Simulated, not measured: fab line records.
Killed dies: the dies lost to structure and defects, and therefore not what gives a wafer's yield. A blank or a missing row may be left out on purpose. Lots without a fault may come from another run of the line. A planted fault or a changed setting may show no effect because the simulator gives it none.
The tool behind it: which one? :: flow n5 finfet :: Sampling: 24 lots, 72 wafers, 5 of 1938 route steps

WHAT THE GAUGES SHOWED, per wafer
N5_WELL_APT_INSPECT_10: inspects for defects (macro).
lot: L074
measured: day 1 13:58
on: defect inspect-02
raw defect count: 0 2 3

lot: L075
measured: day 1 19:59
on: defect inspect-02
raw defect count: 3 4 1

lot: L076
measured: day 2 01:55
on: defect inspect-02
raw defect count: 3 5 5

lot: L077
measured: day 2 07:38
on: defect inspect-02
raw defect count: 1 0 2

lot: L078
measured: day 2 13:52
on: defect inspect-02
raw defect count: 2 4 6

lot: L079
measured: day 2 20:19
on: defect inspect-01
raw defect count: 2 1 1

lot: L080
measured: day 3 01:46
on: defect inspect-02
raw defect count: 2 2 2

lot: L081
measured: day 3 07:46
on: defect inspect-02
raw defect count: 2 1 0

lot: L082
measured: day 3 13:47
on: defect inspect-02
raw defect count: 3 4 4

lot: L083
measured: day 3 19:52
on: defect inspect-01
raw defect count: 0 1 3

lot: L084
measured: day 4 01:44
on: defect inspect-02
raw defect count: 2 2 4

lot: L085
measured: day 4 08:08
on: defect inspect-02
raw defect count: 1 2 2

lot: L086
measured: day 4 13:52
on: defect inspect-01
raw defect count: 2 1 2

lot: L087
measured: day 4 19:53
on: defect inspect-01
raw defect count: 0 4 2

lot: L088
measured: day 5 02:04
on: defect inspect-01
raw defect count: 2 4 4

lot: L089
measured: day 5 08:35
on: defect inspect-01
raw defect count: 1 6 2

lot: L090
measured: day 5 13:59
on: defect inspect-01
raw defect count: 2 1 4

lot: L091
measured: day 5 19:52
on: defect inspect-01
raw defect count: 0 0 1

lot: L092
measured: day 6 01:44
on: defect inspect-02
raw defect count: 1 2 0

lot: L093
measured: day 6 07:42
on: defect inspect-01
raw defect count: 1 2 3

lot: L094
measured: day 6 13:37
on: defect inspect-01
raw defect count: 3 1 1

lot: L095
measured: day 6 19:37
on: defect inspect-02
raw defect count: 4 7 1

lot: L096
measured: day 7 01:57
on: defect inspect-02
raw defect count: 2 5 0

lot: L097
measured: day 7 07:37
on: defect inspect-01
raw defect count: 0 2 2

N5_PMOS_HMC_CHANNEL_EPI_OVL_MEAS_10.
lot: L074
measured: day 1 17:21
on: overlay-02
PMOS_HMC_BLK_OVL (nm): 0.5 0.3 1.9

lot: L075
measured: day 2 00:28
on: overlay-01
PMOS_HMC_BLK_OVL (nm): 0.4 0.1 0.1

lot: L076
measured: day 2 05:39
on: overlay-02
PMOS_HMC_BLK_OVL (nm): 0.7 1.0 0.7

lot: L077
measured: day 2 11:10
on: overlay-02
PMOS_HMC_BLK_OVL (nm): 1.9 0.7 0.9

lot: L078
measured: day 2 17:56
on: overlay-02
PMOS_HMC_BLK_OVL (nm): 0.3 -0.7 -0.6

lot: L079
measured: day 2 23:43
on: overlay-01
PMOS_HMC_BLK_OVL (nm): 0.1 -0.3 0.9

lot: L080
measured: day 3 05:49
on: overlay-02
PMOS_HMC_BLK_OVL (nm): -0.4 -0.2 -0.9

lot: L081
measured: day 3 11:45
on: overlay-01
PMOS_HMC_BLK_OVL (nm): -1.6 -1.8 -0.8

lot: L082
measured: day 3 17:23
on: overlay-02
PMOS_HMC_BLK_OVL (nm): -0.5 -0.4 -0.3

lot: L083
measured: day 3 23:42
on: overlay-02
PMOS_HMC_BLK_OVL (nm): 1.0 2.0 0.4

lot: L084
measured: day 4 05:19
on: overlay-01
PMOS_HMC_BLK_OVL (nm): -0.6 -0.1 -0.3

lot: L085
measured: day 4 11:47
on: overlay-02
PMOS_HMC_BLK_OVL (nm): 0.3 0.2 1.1

lot: L086
measured: day 4 17:46
on: overlay-01
PMOS_HMC_BLK_OVL (nm): 0.2 -0.4 -0.6

lot: L087
measured: day 4 23:30
on: overlay-02
PMOS_HMC_BLK_OVL (nm): 0.5 -0.7 -0.1

lot: L088
measured: day 5 05:38
on: overlay-02
PMOS_HMC_BLK_OVL (nm): 0.1 -0.4 0.1

lot: L089
measured: day 5 12:19
on: overlay-02
PMOS_HMC_BLK_OVL (nm): 0.2 0.4 -0.2

lot: L090
measured: day 5 17:29
on: overlay-01
PMOS_HMC_BLK_OVL (nm): 1.6 2.3 0.6

lot: L091
measured: day 5 23:47
on: overlay-01
PMOS_HMC_BLK_OVL (nm): 0.5 -0.2 0.2

lot: L092
measured: day 6 05:05
on: overlay-01
PMOS_HMC_BLK_OVL (nm): -0.2 -0.4 -0.8

lot: L093
measured: day 6 11:53
on: overlay-01
PMOS_HMC_BLK_OVL (nm): 0.4 -0.3 -0.9

lot: L094
measured: day 6 17:51
on: overlay-02
PMOS_HMC_BLK_OVL (nm): -0.6 -1.0 0.4

lot: L095
measured: day 6 23:12
on: overlay-02
PMOS_HMC_BLK_OVL (nm): -1.1 -0.9 0.3

lot: L096
measured: day 7 05:22
on: overlay-02
PMOS_HMC_BLK_OVL (nm): 0.0 -0.6 0.0

lot: L097
measured: day 7 10:52
on: overlay-02
PMOS_HMC_BLK_OVL (nm): -0.5 -0.7 -0.3

N5_FIN_SAQP_CD_MEAS_37: target cd 8 nm.
lot: L074
measured: day 2 02:44
on: cd sem-02
cd nm (nm): 7.79 7.70 8.34

lot: L075
measured: day 2 09:11
on: cd sem-03
cd nm (nm): 8.09 8.46 7.98

lot: L076
measured: day 2 15:04
on: cd sem-03
cd nm (nm): 7.81 8.35 7.91

lot: L077
measured: day 3 02:58
on: cd sem-02
cd nm (nm): 7.85 8.59 8.03

lot: L078
measured: day 3 07:37
on: cd sem-02
cd nm (nm): 8.52 8.46 8.26

lot: L079
measured: day 3 11:37
on: cd sem-01
cd nm (nm): 8.19 8.07 7.88

lot: L080
measured: day 3 15:56
on: cd sem-01
cd nm (nm): 8.65 8.19 8.27

lot: L081
measured: day 3 22:05
on: cd sem-03
cd nm (nm): 8.42 7.87 8.33

lot: L082
measured: day 4 02:59
on: cd sem-02
cd nm (nm): 8.13 8.03 8.50

lot: L083
measured: day 4 09:43
on: cd sem-03
cd nm (nm): 8.19 7.81 7.93

lot: L084
measured: day 4 14:47
on: cd sem-01
cd nm (nm): 8.02 8.27 8.03

lot: L085
measured: day 4 22:20
on: cd sem-02
cd nm (nm): 8.41 7.94 8.03

lot: L086
measured: day 5 04:21
on: cd sem-02
cd nm (nm): 8.26 8.56 8.64

lot: L087
measured: day 5 09:50
on: cd sem-02
cd nm (nm): 8.48 8.05 8.23

lot: L088
measured: day 5 14:43
on: cd sem-03
cd nm (nm): 8.09 7.99 8.25

lot: L089
measured: day 5 21:59
on: cd sem-02
cd nm (nm): 8.12 8.35 8.05

lot: L090
measured: day 6 04:25
on: cd sem-03
cd nm (nm): 8.15 8.50 7.89

lot: L091
measured: day 6 09:57
on: cd sem-03
cd nm (nm): 8.36 8.29 8.33

lot: L092
measured: day 6 14:27
on: cd sem-03
cd nm (nm): 8.74 7.80 8.23

lot: L093
measured: day 7 00:00
on: cd sem-03
cd nm (nm): 8.42 8.20 8.57

lot: L094
measured: day 7 04:54
on: cd sem-02
cd nm (nm): 8.52 8.17 8.63

lot: L095
measured: day 7 08:36
on: cd sem-01
cd nm (nm): 8.86 8.19 8.55

lot: L096
measured: day 7 14:29
on: cd sem-02
cd nm (nm): 8.41 8.17 8.19

lot: L097
measured: day 7 19:47
on: cd sem-02
cd nm (nm): 8.37 7.82 8.02

N5_DUMMY_GATE_OVL_MEAS_16.
lot: L074
measured: day 2 22:40
on: overlay-02
GATE_OVL (nm): 0.2 0.4 0.0

lot: L075
measured: day 3 06:46
on: overlay-02
GATE_OVL (nm): 0.5 0.8 1.7

lot: L076
measured: day 3 11:55
on: overlay-01
GATE_OVL (nm): 1.0 -0.9 0.5

lot: L077
measured: day 4 00:56
on: overlay-01
GATE_OVL (nm): 0.9 0.3 1.4

lot: L078
measured: day 4 04:58
on: overlay-02
GATE_OVL (nm): -0.4 0.8 -0.3

lot: L079
measured: day 4 08:52
on: overlay-02
GATE_OVL (nm): -0.4 -0.6 0.5

lot: L080
measured: day 4 13:47
on: overlay-01
GATE_OVL (nm): -0.5 0.5 -0.5

lot: L081
measured: day 4 17:35
on: overlay-01
GATE_OVL (nm): 0.5 0.3 1.0

lot: L082
measured: day 4 22:52
on: overlay-02
GATE_OVL (nm): 0.7 1.4 1.5

lot: L083
measured: day 5 04:40
on: overlay-02
GATE_OVL (nm): 0.4 0.1 0.8

lot: L084
measured: day 5 10:25
on: overlay-01
GATE_OVL (nm): -0.2 -2.0 -0.5

lot: L085
measured: day 5 18:57
on: overlay-02
GATE_OVL (nm): -0.2 -0.4 -1.4

lot: L086
measured: day 5 23:19
on: overlay-02
GATE_OVL (nm): 0.5 -0.5 -0.7

lot: L087
measured: day 6 04:43
on: overlay-01
GATE_OVL (nm): -0.5 -1.1 -1.0

lot: L088
measured: day 6 10:17
on: overlay-01
GATE_OVL (nm): -0.8 0.2 0.1

lot: L089
measured: day 6 18:51
on: overlay-02
GATE_OVL (nm): 0.2 0.9 0.4

lot: L090
measured: day 7 07:50
on: overlay-02
GATE_OVL (nm): 0.6 -0.5 -0.3

lot: L091
measured: day 7 07:39
on: overlay-01
GATE_OVL (nm): -1.6 0.0 -1.0

lot: L092
measured: day 7 15:32
on: overlay-02
GATE_OVL (nm): 0.9 -0.4 -0.1

lot: L093
measured: day 7 20:59
on: overlay-02
GATE_OVL (nm): 0.8 1.5 0.1

lot: L094
measured: day 8 05:12
on: overlay-01
GATE_OVL (nm): -0.1 0.8 0.3

lot: L095
measured: day 8 05:02
on: overlay-01
GATE_OVL (nm): 0.0 0.4 0.9

lot: L096
measured: day 8 12:54
on: overlay-02
GATE_OVL (nm): -0.5 0.5 0.2

lot: L097
measured: day 8 17:20
on: overlay-02
GATE_OVL (nm): 0.9 0.2 -0.1

N5_SD_EPI_N_OVL_MEAS_10.
lot: L074
measured: day 3 03:50
on: overlay-01
SD_N_BLK_OVL (nm): -0.1 -0.7 -1.6

lot: L075
measured: day 3 10:44
on: overlay-01
SD_N_BLK_OVL (nm): -0.3 -0.4 -0.3

lot: L076
measured: day 3 14:17
on: overlay-01
SD_N_BLK_OVL (nm): -0.8 -0.3 -1.3

lot: L077
measured: day 4 03:16
on: overlay-02
SD_N_BLK_OVL (nm): -0.5 -0.1 -0.2

lot: L078
measured: day 4 07:13
on: overlay-02
SD_N_BLK_OVL (nm): 0.9 0.0 -0.1

lot: L079
measured: day 4 11:02
on: overlay-02
SD_N_BLK_OVL (nm): -0.5 -0.5 -0.8

lot: L080
measured: day 4 16:11
on: overlay-01
SD_N_BLK_OVL (nm): 0.0 0.1 1.0

lot: L081
measured: day 4 19:44
on: overlay-01
SD_N_BLK_OVL (nm): 0.4 -0.1 0.4

lot: L082
measured: day 5 02:40
on: overlay-01
SD_N_BLK_OVL (nm): -0.1 -0.6 -0.2

lot: L083
measured: day 5 07:07
on: overlay-02
SD_N_BLK_OVL (nm): 0.7 0.9 0.3

lot: L084
measured: day 5 12:34
on: overlay-02
SD_N_BLK_OVL (nm): -0.5 1.0 0.3

lot: L085
measured: day 5 21:26
on: overlay-01
SD_N_BLK_OVL (nm): 0.1 -1.2 0.1

lot: L086
measured: day 6 01:36
on: overlay-02
SD_N_BLK_OVL (nm): -1.3 -0.6 -0.8

lot: L087
measured: day 6 07:00
on: overlay-01
SD_N_BLK_OVL (nm): -1.0 -1.8 -1.5

lot: L088
measured: day 6 12:34
on: overlay-01
SD_N_BLK_OVL (nm): -1.4 -1.9 -0.5

lot: L089
measured: day 6 22:44
on: overlay-02
SD_N_BLK_OVL (nm): 1.6 1.0 1.1

lot: L090
measured: day 7 10:16
on: overlay-02
SD_N_BLK_OVL (nm): 0.3 -0.5 -0.5

lot: L091
measured: day 7 09:49
on: overlay-01
SD_N_BLK_OVL (nm): -0.5 -0.1 -0.5

lot: L092
measured: day 7 18:21
on: overlay-02
SD_N_BLK_OVL (nm): 0.8 0.2 -0.3

lot: L093
measured: day 7 23:16
on: overlay-01
SD_N_BLK_OVL (nm): 0.6 -0.3 0.2

lot: L094
measured: day 8 08:11
on: overlay-01
SD_N_BLK_OVL (nm): 0.2 0.7 -0.1

lot: L095
measured: day 8 08:01
on: overlay-02
SD_N_BLK_OVL (nm): 0.0 -0.6 -0.4

lot: L096
measured: day 8 15:37
on: overlay-02
SD_N_BLK_OVL (nm): -1.4 -1.6 -0.7

lot: L097
measured: day 8 20:00
on: overlay-02
SD_N_BLK_OVL (nm): -0.2 -0.6 0.0

EACH LOT AND THE TOOL THAT RAN IT (in order: tool; ch and the chambers of the sampled wafers; start)
The record holds no process step before these readings.

AS READ BY THE TOOLS THEMSELVES (means over the sampled wafers that have a number; for cases with no such wafer, the mark the record gives instead)
The record holds no such reading with a usual standard deviation.

THE ANSWER, worked out from the rows above alone
Rule: the usual values come from the lots themselves. The widest of any qualifying gaps counts: lots, ordered by their means at a reading, are off when they make up no more than a third of the lots, leave a main group of 4 or more, and stand apart from it by 3 or more times the standard deviation of that group's means. If all means in a main group match to the digits the tables above print for the reading, that group is not used. Also off: a lot with no number at a reading for which 4 or more lots have one. All remaining lots with rows at the step are treated as sound. The gauges are gone through in route order, then the tools' own readings, and for those a lot's mean is taken as printed above. At the first step where some lot is off, the reading lying furthest off is the one used; lots without a number count as furthest.
Across all readings shown, no lot is off: no conclusion can be drawn from this.

WHAT HAD BEEN PUT IN BY THE SIMULATOR
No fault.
